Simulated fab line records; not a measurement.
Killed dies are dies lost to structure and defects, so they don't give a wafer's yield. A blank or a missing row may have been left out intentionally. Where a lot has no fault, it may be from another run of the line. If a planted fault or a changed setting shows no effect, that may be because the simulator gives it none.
Struck lot and sound lot, side by side / flow nandHarc / 41 steps out of a route of 1302
Sound: the wafers L646.4, L646.5, L646.6. Wafers L639.2, L639.4, L639.5 were the ones struck. The cause is given at the end.
At each step with rows: each side's tool, then ch and its chambers, then its first start. Under that, the readings that differ: sound wafers / struck wafers / difference of the means / sigmas: that difference in standard deviations of wafers without a fault.
alike: readings with means less than 2 such deviations apart, plus words and numbers identical on both sides. not compared: withheld readings, readings lacking a value on some wafer, bounds such as >300 that could conceal the same value, and numbers that have no deviation in the record and whose values overlap.
A row with sigmas, a row that says differs or no value, or rows on one side alone: a step with any of these is where the two part. Non-overlapping numbers with no deviation appear without sigmas and do not part them. A reading missing from all wafers of one side parts the sides only when that side holds two or more wafers.

first, 7 steps without rows for these wafers: NHARC_A_CHANNEL_HOLE_D1_STRIP_41 (strips in N2/H2); NHARC_A_CHANNEL_HOLE_D1_STRIP_42 (strips in CF4/CHF3); NHARC_A_CHANNEL_HOLE_D1_STRIP_43 (strips in O2/COS); NHARC_A_CHANNEL_HOLE_D1_ETCH_44 (etches the open film in CF4/O2, target depth 140 nm, overetch 14 nm, time 77 s); NHARC_A_CHANNEL_HOLE_D1_STRIP_27 (strips in O2); NHARC_A_CHANNEL_HOLE_D1_PRECLEAN_28 (cleans in SC1); NHARC_A_CHANNEL_HOLE_D1_SRD_29.
NHARC_A_CHANNEL_HOLE_D1_CD_MEAS_30:
  sound: cdSem-01 at day 14 18:41; struck: cdSem-03 at day 12 04:18
  alike: cdNm
following that, these wafers have no rows for 1 step: NHARC_A_CHANNEL_HOLE_D1_XSEM_31.
NHARC_A_CHANNEL_HOLE_D1_INSPECT_40:
  sound: defectInspect-02 at day 14 18:53; struck: defectInspect-01 at day 12 04:29
  alike: rawDefectCount
then, 2 steps without rows for these wafers: NHARC_A_CHANNEL_FILL_D1_PRECLEAN_00 (cleans in SC1); NHARC_A_CHANNEL_FILL_D1_SRD_01.
NHARC_A_CHANNEL_FILL_D1_ALD_02: deposits SiO2, target thk 6 nm, pulse time 10 s, ald cycles 60.
  sound on aldHk-03 ch 0,2,3, day 14 19:41; struck on aldHk-02 ch 0,1,3, day 12 04:49
reading=aldCycles; sound=60 60 60; struck=46 46 46; difference=-14; sigmas=
  alike: heaterPowerW, precursorPulseHeightRel
then, 6 steps without rows for these wafers: NHARC_A_CHANNEL_FILL_D1_ALD_03 (deposits SiNx, target thk 6 nm, pulse time 60 s, ald cycles 58); NHARC_A_CHANNEL_FILL_D1_ALD_14 (deposits SiO2, target thk 2.5 nm, pulse time 10 s, ald cycles 25); NHARC_A_CHANNEL_FILL_D1_ALD_15 (deposits SiNx, target thk 2 nm, pulse time 60 s, ald cycles 19); NHARC_A_CHANNEL_FILL_D1_ALD_16 (deposits SiO2, target thk 1.5 nm, pulse time 10 s, ald cycles 15); NHARC_A_CHANNEL_FILL_D1_ANNEAL_17 (time 1800 s); NHARC_A_CHANNEL_FILL_D1_CVD_18 (deposits poly-Si, target thk 3 nm).
NHARC_A_CHANNEL_FILL_D1_ETCHBACK_19: etches the open film in HBr/Cl2, target depth 5 nm, time 1.7 s.
  sound on rieSi-02 ch 0,1,3, day 15 20:31; struck on rieSi-06 ch 0,1,3, day 13 05:28
  alike: drypumpMotorCurrentA, mfcCl2Sccm, oesProductAu, throttleValvePct
  not compared: rfHoursCounterH
then, 6 steps without rows for these wafers: NHARC_A_CHANNEL_FILL_D1_ETCHBACK_20 (etches the open film in C4F8/O2/Ar, target depth 27 nm, time 13.5 s); NHARC_A_CHANNEL_FILL_D1_STRIP_28 (strips in O2, time 20 s); NHARC_A_CHANNEL_FILL_D1_PRECLEAN_21 (cleans in dHF, time 30 s); NHARC_A_CHANNEL_FILL_D1_SRD_23; NHARC_A_CHANNEL_FILL_D1_CVD_05 (deposits poly-Si, target thk 5 nm); NHARC_A_CHANNEL_FILL_D1_ANNEAL_22 (time 7200 s).
NHARC_A_CHANNEL_FILL_D1_ALD_25: deposits SiOx, target thk 60 nm, pulse time 10 s, ald cycles 600.
  sound on aldHk-03 ch 2,3, day 16 08:56; struck on aldHk-03 ch 1,2, day 13 17:56
  alike: aldCycles, heaterPowerW, precursorPulseHeightRel
NHARC_A_CHANNEL_FILL_D1_ETCHBACK_08: etches the open film in C4F8, target depth 220 nm, time 110 s.
  sound: rieDiel-03 ch 0,3; struck: rieDiel-02 ch 0,1
  alike: oesProductAu, rfVppV
  not compared: rfHoursCounterH
then, 4 steps without rows for these wafers: NHARC_A_CHANNEL_FILL_D1_STRIP_29 (strips in O2, time 20 s); NHARC_A_CHANNEL_FILL_D1_PRECLEAN_30 (cleans in dHF, time 30 s); NHARC_A_CHANNEL_FILL_D1_SRD_31; NHARC_A_CHANNEL_FILL_D1_CVD_09 (deposits poly-Si, target thk 150 nm, time 3000 s).
NHARC_A_CHANNEL_FILL_D1_CMP_10: polishes, target thk 150 nm.
  sound on cmp-04 ch 0,1,2, day 16 19:36; struck on cmp-01 ch 0,1,3, day 14 05:25
  alike: motorCurrentA, timeToEndpointS
following that, these wafers have no rows for 1 step: NHARC_A_CHANNEL_FILL_D1_SRD_12.
NHARC_A_CHANNEL_FILL_D1_INSPECT_13:
  sound: defectInspect-02 at day 16 19:58; struck: defectInspect-01 at day 14 05:47
  alike: rawDefectCount
NHARC_A_DECK1_JOINT_ETCHBACK_07: etches the open film in HBr, target depth 105 nm, time 26.9 s.
  sound on rieSi-01 ch 0,2,3, day 16 20:03; struck on rieSi-05 ch 0,1, day 14 05:52
reading=drypumpMotorCurrentA (A); sound=5.6 5.5 5.1; struck=6.5 6.4 6.4; difference=+1.0; sigmas=+2
  alike: oesProductAu, throttleValvePct
  not compared: rfHoursCounterH
then, 3 steps without rows for these wafers: NHARC_A_DECK1_JOINT_ETCH_25 (etches SiO2 in dHF, target depth 0.5 nm); NHARC_A_DECK1_JOINT_ETCH_19 (etches poly-Si in TMAH, target depth 3 nm); NHARC_A_DECK1_JOINT_ETCH_18 (etches SiO2 in dHF, target depth 3 nm).
-- record jumps: 13 days between struck wafers' starts before vs after; left off in module A_DECK1_JOINT, resumes in module END, first step shown is number 1301 of the route --
NHARC_END_WLT_00:
  sound: prober-02 at day 30 19:13; struck: prober-01 at day 27 14:20
reading=VT_DECK1_TOP; sound=0.889 0.896 0.894; struck=0.875 0.869 0.881; difference=-0.018; sigmas=-3
reading=VT_DECK1_TOP_INNER; sound=0.895 0.893 0.895; struck=0.878 0.869 0.882; difference=-0.018; sigmas=-2
  alike: VT_DECK1_BOTTOM, VT_DECK1_BOTTOM_INNER, VT_DECK1_MEDIAN_NEAR_BOTTOM, VT_DECK1_MEDIAN_NEAR_BOTTOM_INNER, VT_DECK1_MIDDLE, VT_DECK1_MIDDLE_INNER, VT_DECK2_BOTTOM, VT_DECK2_BOTTOM_INNER, VT_DECK2_MEDIAN_NEAR_BOTTOM, VT_DECK2_MEDIAN_NEAR_BOTTOM_INNER, VT_DECK2_MIDDLE, VT_DECK2_MIDDLE_INNER, VT_DECK2_TOP, VT_DECK2_TOP_INNER
following that, these wafers have no rows for 1 step: NHARC_END_SORT_01.

== WHERE THEY PART ==
Last at NHARC_END_WLT_00 as far as this record goes, first at NHARC_A_DECK1_JOINT_ETCHBACK_07.

WHY: what had been put in by the simulator
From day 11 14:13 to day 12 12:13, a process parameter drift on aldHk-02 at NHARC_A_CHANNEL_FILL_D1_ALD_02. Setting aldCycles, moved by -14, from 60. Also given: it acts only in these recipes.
